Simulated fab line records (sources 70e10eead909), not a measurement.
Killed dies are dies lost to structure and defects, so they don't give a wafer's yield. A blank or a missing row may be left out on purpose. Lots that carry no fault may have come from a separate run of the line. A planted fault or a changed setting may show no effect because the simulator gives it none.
Which of the tools did it? | flow nandHarc | Sampling: 24 lots, 72 wafers, 6 of 1159 route steps

== WHAT THE GAUGES READ, wafer by wafer ==
NHARC_P_M1_INSPECT_11. Usual: 4.0 for rawDefectCount, sd 2.5.
lot  | measured     | on               | rawDefectCount | flag
L074 | day 5 22:16  | defectInspect-02 | 9 5 4          | 
L075 | day 5 23:13  | defectInspect-01 | 8 5 7          | 
L077 | day 6 15:29  | defectInspect-01 | 4 2 6          | 
L076 | day 6 15:54  | defectInspect-01 | 3 2 2          | 
L078 | day 6 17:44  | defectInspect-02 | 1 3 2          | 
L080 | day 7 05:26  | defectInspect-01 | 5 6 6          | 
L079 | day 7 05:02  | defectInspect-01 | 4 1 1          | 
L081 | day 7 19:36  | defectInspect-01 | 3 6 3          | 
L082 | day 8 04:41  | defectInspect-01 | 2 0 6          | 
L083 | day 8 09:34  | defectInspect-02 | 6 3 2          | 
L084 | day 8 16:26  | defectInspect-02 | 1 5 2          | 
L085 | day 8 17:59  | defectInspect-02 | 1 0 3          | 
L086 | day 9 12:23  | defectInspect-01 | 7 3 2          | 
L087 | day 9 13:04  | defectInspect-02 | 1 2 2          | 
L089 | day 9 14:32  | defectInspect-02 | 3 8 4          | 
L088 | day 9 19:47  | defectInspect-02 | 6 3 2          | 
L090 | day 10 04:26 | defectInspect-01 | 5 4 6          | 
L091 | day 10 05:07 | defectInspect-01 | 4 2 5          | 
L092 | day 10 16:31 | defectInspect-01 | 15 4 11        | 
L093 | day 11 02:02 | defectInspect-01 | 5 6 8          | 
L094 | day 11 02:19 | defectInspect-01 | 5 1 7          | 
L095 | day 11 05:46 | defectInspect-01 | 7 7 2          | 
L096 | day 11 06:28 | defectInspect-01 | 4 7 8          | 
L097 | day 11 16:41 | defectInspect-01 | 5 8 5          | 

NHARC_A_SOURCE_PLATE_THK_MEAS_09: measures by ellipsometry. Usual: 9.9 nm for thkNm, sd 0.98.
lot  | measured     | on           | thkNm (nm)     | flag
L074 | day 6 21:07  | filmMetro-02 | 9.2 10.3 8.1   | 
L075 | day 6 21:07  | filmMetro-01 | 11.2 10.2 9.0  | 
L077 | day 7 14:23  | filmMetro-01 | 12.0 7.9 10.2  | 
L076 | day 7 14:23  | filmMetro-01 | 9.8 9.8 10.8   | 
L078 | day 7 14:23  | filmMetro-02 | 10.9 9.4 9.2   | 
L080 | day 8 03:11  | filmMetro-02 | 11.2 10.0 10.8 | 
L079 | day 8 03:11  | filmMetro-01 | 10.7 9.0 11.9  | 
L081 | day 8 20:05  | filmMetro-02 | 9.7 9.8 9.7    | 
L082 | day 9 02:17  | filmMetro-01 | 8.9 10.0 9.5   | 
L083 | day 9 07:31  | filmMetro-01 | 10.0 8.4 11.1  | 
L084 | day 9 13:50  | filmMetro-02 | 9.7 10.7 9.3   | 
L085 | day 9 13:49  | filmMetro-01 | 11.2 9.7 9.8   | 
L086 | day 10 10:10 | filmMetro-02 | 9.1 9.5 9.5    | 
L087 | day 10 10:10 | filmMetro-01 | 10.8 8.1 11.4  | 
L089 | day 10 10:10 | filmMetro-02 | 10.3 10.8 8.3  | 
L088 | day 10 17:00 | filmMetro-01 | 9.7 11.0 9.2   | 
L090 | day 11 02:53 | filmMetro-01 | 9.8 11.1 11.2  | 
L091 | day 11 02:53 | filmMetro-02 | 9.4 10.1 10.0  | 
L092 | day 11 13:58 | filmMetro-02 | 10.3 9.8 7.7   | 
L093 | day 12 00:59 | filmMetro-01 | 9.2 10.4 10.3  | 
L094 | day 12 00:59 | filmMetro-02 | 10.6 9.4 8.7   | 
L095 | day 12 08:16 | filmMetro-01 | 7.7 10.5 10.5  | 
L096 | day 12 08:16 | filmMetro-02 | 11.2 9.7 10.2  | 
L097 | day 12 17:10 | filmMetro-02 | 10.5 8.2 8.4   | 

== WHICH TOOL RAN EACH LOT (tool, then ch and the chambers of the sampled wafers, then the start) ==
lot  | NHARC_P_CONTACT_PVD_32                 | NHARC_P_M0_DESCUM_14              | NHARC_P_M0_PRE_CLEAN_29                | NHARC_P_BONDPAD_ETCH_24
L074 | pvdSputter-01, day 5 18:00 or earlier  | rieDiel-01 ch 1,2,3, day 5 18:00  | pvdSputter-01, day 5 22:16 or earlier  | rieDiel-06 ch 1,2,3, day 6 21:07 or earlier
L075 | pvdSputter-02, day 5 18:41 or earlier  | rieDiel-01 ch 1,2,3, day 5 18:41  | pvdSputter-01, day 5 23:13 or earlier  | rieDiel-06 ch 1,3, day 6 21:07 or earlier
L077 | pvdSputter-03, day 6 11:30 or earlier  | rieDiel-13 ch 1,2,3, day 6 11:30  | pvdSputter-02, day 6 15:29 or earlier  | rieDiel-06 ch 0,1,2, day 7 14:23 or earlier
L076 | pvdSputter-02, day 6 11:51 or earlier  | rieDiel-01 ch 1,2, day 6 11:51    | pvdSputter-01, day 6 15:54 or earlier  | rieDiel-06 ch 2,3, day 7 14:23 or earlier
L078 | pvdSputter-02, day 6 13:47 or earlier  | rieDiel-13 ch 0,1,2, day 6 13:47  | pvdSputter-03, day 6 17:44 or earlier  | rieDiel-08 ch 0,1,3, day 7 14:23 or earlier
L080 | pvdSputter-01, day 7 00:49 or earlier  | rieDiel-04 ch 0,3, day 7 00:49    | pvdSputter-02, day 7 05:26 or earlier  | rieDiel-08 ch 2,3, day 8 03:11 or earlier
L079 | pvdSputter-02, day 7 01:01 or earlier  | rieDiel-13 ch 0,3, day 7 01:01    | pvdSputter-01, day 7 05:02 or earlier  | rieDiel-08 ch 0,1, day 8 03:11 or earlier
L081 | pvdSputter-01, day 7 15:32 or earlier  | rieDiel-04 ch 1,2,3, day 7 15:32  | pvdSputter-01, day 7 19:36 or earlier  | rieDiel-08 ch 0,2,3, day 8 20:05 or earlier
L082 | pvdSputter-03, day 8 00:35 or earlier  | rieDiel-13 ch 0,1,3, day 8 00:35  | pvdSputter-03, day 8 04:41 or earlier  | rieDiel-08 ch 0,1,3, day 9 02:17 or earlier
L083 | pvdSputter-03, day 8 05:17 or earlier  | rieDiel-04 ch 0,1,2, day 8 05:17  | pvdSputter-03, day 8 09:34 or earlier  | rieDiel-08 ch 0,2,3, day 9 07:31 or earlier
L084 | pvdSputter-02, day 8 12:27 or earlier  | rieDiel-13 ch 1,3, day 8 12:27    | pvdSputter-02, day 8 16:26 or earlier  | rieDiel-08 ch 0,3, day 9 13:50 or earlier
L085 | pvdSputter-03, day 8 13:37 or earlier  | rieDiel-13 ch 0,1, day 8 13:37    | pvdSputter-02, day 8 17:59 or earlier  | rieDiel-06 ch 0,2,3, day 9 13:49 or earlier
L086 | pvdSputter-01, day 9 08:32 or earlier  | rieDiel-04 ch 0,2,3, day 9 08:32  | pvdSputter-03, day 9 12:23 or earlier  | rieDiel-06 ch 0,1,2, day 10 10:10 or earlier
L087 | pvdSputter-03, day 9 09:03 or earlier  | rieDiel-01 ch 1,2,3, day 9 09:03  | pvdSputter-02, day 9 13:04 or earlier  | rieDiel-06 ch 0,1,2, day 10 10:10 or earlier
L089 | pvdSputter-03, day 9 10:13 or earlier  | rieDiel-13 ch 0,1, day 9 10:13    | pvdSputter-02, day 9 14:32 or earlier  | rieDiel-08 ch 2,3, day 10 10:10 or earlier
L088 | pvdSputter-03, day 9 15:54 or earlier  | rieDiel-13 ch 2,3, day 9 15:54    | pvdSputter-01, day 9 19:47 or earlier  | rieDiel-08 ch 1,2, day 10 17:00 or earlier
L090 | pvdSputter-02, day 10 00:25 or earlier | rieDiel-04 ch 0,1, day 10 00:25   | pvdSputter-03, day 10 04:26 or earlier | rieDiel-08 ch 0,2, day 11 02:53 or earlier
L091 | pvdSputter-03, day 10 00:45 or earlier | rieDiel-04 ch 0,1,2, day 10 00:45 | pvdSputter-03, day 10 05:07 or earlier | rieDiel-08 ch 0,1,3, day 11 02:53 or earlier
L092 | pvdSputter-03, day 10 12:29 or earlier | rieDiel-13 ch 0,2, day 10 12:29   | pvdSputter-03, day 10 16:31 or earlier | rieDiel-08 ch 0,1,3, day 11 13:58 or earlier
L093 | pvdSputter-02, day 10 22:02 or earlier | rieDiel-13 ch 1,2, day 10 22:02   | pvdSputter-02, day 11 02:02 or earlier | rieDiel-08 ch 0,1,2, day 12 00:59 or earlier
L094 | pvdSputter-02, day 10 22:11 or earlier | rieDiel-01 ch 0,1,3, day 10 22:11 | pvdSputter-03, day 11 02:19 or earlier | rieDiel-08 ch 1,3, day 12 00:59 or earlier
L095 | pvdSputter-01, day 11 01:36 or earlier | rieDiel-13 ch 0,2,3, day 11 01:36 | pvdSputter-01, day 11 05:46 or earlier | rieDiel-08 ch 0,1,3, day 12 08:16 or earlier
L096 | pvdSputter-02, day 11 02:32 or earlier | rieDiel-04 ch 0,1, day 11 02:32   | pvdSputter-02, day 11 06:28 or earlier | rieDiel-08 ch 0,3, day 12 08:16 or earlier
L097 | pvdSputter-02, day 11 12:16 or earlier | rieDiel-13 ch 0,2,3, day 11 12:16 | pvdSputter-01, day 11 16:41 or earlier | rieDiel-08 ch 1,2, day 12 17:10 or earlier
- NHARC_P_CONTACT_PVD_32: deposits Ti, target thk 5 nm, time 17.7 s.
- NHARC_P_M0_DESCUM_14: chemistry O2, time 3 s.
- NHARC_P_M0_PRE_CLEAN_29: time 30 s.
- NHARC_P_BONDPAD_ETCH_24: etches the open film in CF4/N2, target depth 30 nm, time 72.99 s.

== AS READ BY THE TOOLS THEMSELVES (means over the sampled wafers that have a number; for cases with no such wafer, the mark the record gives instead) ==
NHARC_P_CONTACT_PVD_32. Usual: chamberPressurePa 5.002 Pa, standard deviation 0.0097; throttleValvePct 30.2 %, standard deviation 0.72.
lot  | tool          | chamberPressurePa (Pa) | throttleValvePct (%) | flag
L074 | pvdSputter-01 | 5.005                  | 30.3                 | 
L075 | pvdSputter-02 | 4.999                  | 30.3                 | 
L077 | pvdSputter-03 | 5.003                  | 30.7                 | 
L076 | pvdSputter-02 | 5.010                  | 29.7                 | 
L078 | pvdSputter-02 | 5.009                  | 30.1                 | 
L080 | pvdSputter-01 | 4.996                  | 30.0                 | 
L079 | pvdSputter-02 | 5.001                  | 29.9                 | 
L081 | pvdSputter-01 | 4.994                  | 30.0                 | 
L082 | pvdSputter-03 | 4.999                  | 30.6                 | 
L083 | pvdSputter-03 | 5.006                  | 30.9                 | 
L084 | pvdSputter-02 | 5.006                  | 30.5                 | 
L085 | pvdSputter-03 | 5.002                  | 30.0                 | 
L086 | pvdSputter-01 | 5.007                  | 29.7                 | 
L087 | pvdSputter-03 | 4.999                  | 30.2                 | 
L089 | pvdSputter-03 | 4.995                  | 30.8                 | 
L088 | pvdSputter-03 | 4.990                  | 30.8                 | 
L090 | pvdSputter-02 | 5.008                  | 29.8                 | 
L091 | pvdSputter-03 | 5.007                  | 31.1                 | 
L092 | pvdSputter-03 | 5.003                  | 31.0                 | 
L093 | pvdSputter-02 | 5.001                  | 29.3                 | 
L094 | pvdSputter-02 | 5.006                  | 29.5                 | 
L095 | pvdSputter-01 | 4.997                  | 30.4                 | 
L096 | pvdSputter-02 | 5.004                  | 30.0                 | 
L097 | pvdSputter-02 | 5.002                  | 29.9                 | 

NHARC_P_M0_DESCUM_14. Usual: chamberPressureMTorr 60.00 mTorr, standard deviation 0.05; drypumpMotorCurrentA 5.7 A, standard deviation 0.33; oesProductAu 0.996 a.u., standard deviation 0.0096; rfVppV 57.7 V, standard deviation 0.87; showerheadPlenumPTorr 1.94 Torr, standard deviation 0.095; throttleValvePct 11.311 %, standard deviation 0.0091.
lot  | tool       | chamberPressureMTorr (mTorr) | drypumpMotorCurrentA (A) | oesProductAu (a.u.) | rfVppV (V) | showerheadPlenumPTorr (Torr) | throttleValvePct (%) | flag
L074 | rieDiel-01 | 60.00                        | 5.9                      | 0.990               | 57.7       | 1.93                         | 11.320               | 
L075 | rieDiel-01 | 59.99                        | 6.0                      | 0.997               | 57.7       | 1.93                         | 11.307               | 
L077 | rieDiel-13 | 59.99                        | 5.8                      | 1.002               | 58.1       | 1.98                         | 11.310               | 
L076 | rieDiel-01 | 60.03                        | 5.9                      | 0.988               | 57.5       | 1.90                         | 11.314               | 
L078 | rieDiel-13 | 60.05                        | 5.7                      | 1.006               | 56.6       | 1.89                         | 11.308               | 
L080 | rieDiel-04 | 60.02                        | 5.7                      | 0.988               | 57.8       | 1.93                         | 11.305               | 
L079 | rieDiel-13 | 60.05                        | 5.7                      | 1.007               | 58.0       | 1.97                         | 11.306               | 
L081 | rieDiel-04 | 60.03                        | 5.6                      | 1.004               | 57.5       | 1.94                         | 11.307               | 
L082 | rieDiel-13 | 59.97                        | 5.6                      | 1.003               | 57.3       | 1.90                         | 11.316               | 
L083 | rieDiel-04 | 59.97                        | 5.7                      | 0.992               | 58.4       | 1.95                         | 11.304               | 
L084 | rieDiel-13 | 60.01                        | 5.7                      | 0.995               | 58.2       | 1.98                         | 11.313               | 
L085 | rieDiel-13 | 59.94                        | 5.6                      | 0.999               | 57.0       | 1.80                         | 11.306               | 
L086 | rieDiel-04 | 60.00                        | 5.5                      | 0.990               | 57.3       | 1.92                         | 11.309               | 
L087 | rieDiel-01 | 59.94                        | 5.9                      | 0.988               | 58.5       | 1.93                         | 11.307               | 
L089 | rieDiel-13 | 60.00                        | 5.5                      | 0.994               | 56.9       | 1.82                         | 11.299               | 
L088 | rieDiel-13 | 60.01                        | 5.9                      | 1.000               | 58.5       | 2.05                         | 11.310               | 
L090 | rieDiel-04 | 60.01                        | 5.9                      | 0.999               | 58.5       | 1.98                         | 11.319               | 
L091 | rieDiel-04 | 59.95                        | 5.7                      | 1.001               | 57.7       | 1.94                         | 11.308               | 
L092 | rieDiel-13 | 59.99                        | 5.7                      | 0.997               | 56.9       | 1.88                         | 11.309               | 
L093 | rieDiel-13 | 59.97                        | 5.7                      | 0.997               | 57.9       | 1.90                         | 11.322               | 
L094 | rieDiel-01 | 60.03                        | 6.0                      | 0.987               | 58.0       | 1.99                         | 11.311               | 
L095 | rieDiel-13 | 59.99                        | 5.8                      | 0.994               | 58.1       | 1.97                         | 11.314               | 
L096 | rieDiel-04 | 59.96                        | 5.9                      | 0.989               | 58.0       | 1.98                         | 11.306               | 
L097 | rieDiel-13 | 59.96                        | 5.8                      | 0.990               | 57.2       | 1.97                         | 11.316               | 

NHARC_P_M0_PRE_CLEAN_29. Usual: 416 W for heaterPowerW, sd 39.
lot  | tool          | heaterPowerW (W) | flag
L074 | pvdSputter-01 | 414              | 
L075 | pvdSputter-01 | 404              | 
L077 | pvdSputter-02 | 398              | 
L076 | pvdSputter-01 | 412              | 
L078 | pvdSputter-03 | 429              | 
L080 | pvdSputter-02 | 404              | 
L079 | pvdSputter-01 | 378              | 
L081 | pvdSputter-01 | 381              | 
L082 | pvdSputter-03 | 430              | 
L083 | pvdSputter-03 | 401              | 
L084 | pvdSputter-02 | 399              | 
L085 | pvdSputter-02 | 409              | 
L086 | pvdSputter-03 | 396              | 
L087 | pvdSputter-02 | 401              | 
L089 | pvdSputter-02 | 419              | 
L088 | pvdSputter-01 | 412              | 
L090 | pvdSputter-03 | 420              | 
L091 | pvdSputter-03 | 399              | 
L092 | pvdSputter-03 | 407              | 
L093 | pvdSputter-02 | 401              | 
L094 | pvdSputter-03 | 420              | 
L095 | pvdSputter-01 | 431              | 
L096 | pvdSputter-02 | 412              | 
L097 | pvdSputter-01 | 407              | 

NHARC_P_BONDPAD_ETCH_24. Usual: chamberPressureMTorr 30.00 mTorr, standard deviation 0.033; drypumpMotorCurrentA 6.02 A, standard deviation 0.28; oesProductAu 1.004 a.u., standard deviation 0.0086; rfVppV 314.6 V, standard deviation 1.7; showerheadPlenumPTorr 2.65 Torr, standard deviation 0.089; throttleValvePct 19.796 %, standard deviation 0.0082.
lot  | tool       | chamberPressureMTorr (mTorr) | drypumpMotorCurrentA (A) | oesProductAu (a.u.) | rfVppV (V) | showerheadPlenumPTorr (Torr) | throttleValvePct (%) | flag
L074 | rieDiel-06 | 29.98                        | 6.14                     | 0.999               | 315.8      | 2.68                         | 19.795               | 
L075 | rieDiel-06 | 30.00                        | 6.07                     | 0.997               | 314.4      | 2.65                         | 19.797               | 
L077 | rieDiel-06 | 30.00                        | 6.34                     | 1.001               | 313.4      | 2.61                         | 19.798               | 
L076 | rieDiel-06 | 30.01                        | 5.96                     | 1.009               | 315.6      | 2.70                         | 19.786               | 
L078 | rieDiel-08 | 30.00                        | 5.96                     | 1.001               | 314.3      | 2.63                         | 19.794               | 
L080 | rieDiel-08 | 30.03                        | 5.76                     | 1.012               | 314.3      | 2.62                         | 19.801               | 
L079 | rieDiel-08 | 29.99                        | 6.06                     | 0.999               | 314.5      | 2.65                         | 19.796               | 
L081 | rieDiel-08 | 30.03                        | 5.82                     | 1.018               | 314.7      | 2.64                         | 19.803               | 
L082 | rieDiel-08 | 30.00                        | 5.98                     | 1.002               | 314.6      | 2.63                         | 19.796               | 
L083 | rieDiel-08 | 29.99                        | 5.86                     | 1.013               | 313.9      | 2.64                         | 19.800               | 
L084 | rieDiel-08 | 30.01                        | 5.84                     | 1.012               | 313.6      | 2.58                         | 19.792               | 
L085 | rieDiel-06 | 30.00                        | 6.17                     | 1.003               | 314.1      | 2.63                         | 19.793               | 
L086 | rieDiel-06 | 30.00                        | 6.35                     | 1.002               | 313.9      | 2.60                         | 19.798               | 
L087 | rieDiel-06 | 30.04                        | 6.36                     | 1.004               | 313.9      | 2.60                         | 19.789               | 
L089 | rieDiel-08 | 29.98                        | 5.85                     | 1.012               | 314.8      | 2.69                         | 19.794               | 
L088 | rieDiel-08 | 29.98                        | 6.21                     | 1.005               | 315.5      | 2.74                         | 19.791               | 
L090 | rieDiel-08 | 30.00                        | 5.97                     | 1.006               | 315.3      | 2.72                         | 19.795               | 
L091 | rieDiel-08 | 29.98                        | 5.94                     | 1.001               | 314.5      | 2.62                         | 19.804               | 
L092 | rieDiel-08 | 30.00                        | 5.96                     | 1.006               | 314.5      | 2.62                         | 19.802               | 
L093 | rieDiel-08 | 30.01                        | 6.06                     | 0.996               | 314.9      | 2.70                         | 19.791               | 
L094 | rieDiel-08 | 30.01                        | 5.88                     | 0.997               | 313.6      | 2.59                         | 19.795               | 
L095 | rieDiel-08 | 30.04                        | 5.96                     | 1.005               | 313.9      | 2.62                         | 19.788               | 
L096 | rieDiel-08 | 29.99                        | 5.86                     | 0.997               | 313.5      | 2.58                         | 19.788               | 
L097 | rieDiel-08 | 30.01                        | 6.10                     | 1.004               | 316.9      | 2.75                         | 19.800               | 

== THE ANSWER, worked out from the rows above alone ==
Rule: a lot counts as off when the mean over its wafers that have a number is more than 3 standard deviations away from the usual mean. A lot without any number at a reading at which 4 lots or more have one is off too. Any other lot the step has rows for is counted as sound. The gauges are gone through in route order, then the tools' own readings, and for those a lot's mean is taken as printed above. At the first step where some lot is off, the reading lying furthest off is the one used; lots without a number count as furthest.
No lot is off at any reading shown: from this, nothing can be told.

== WHAT THE SIMULATOR HAD PUT IN ==
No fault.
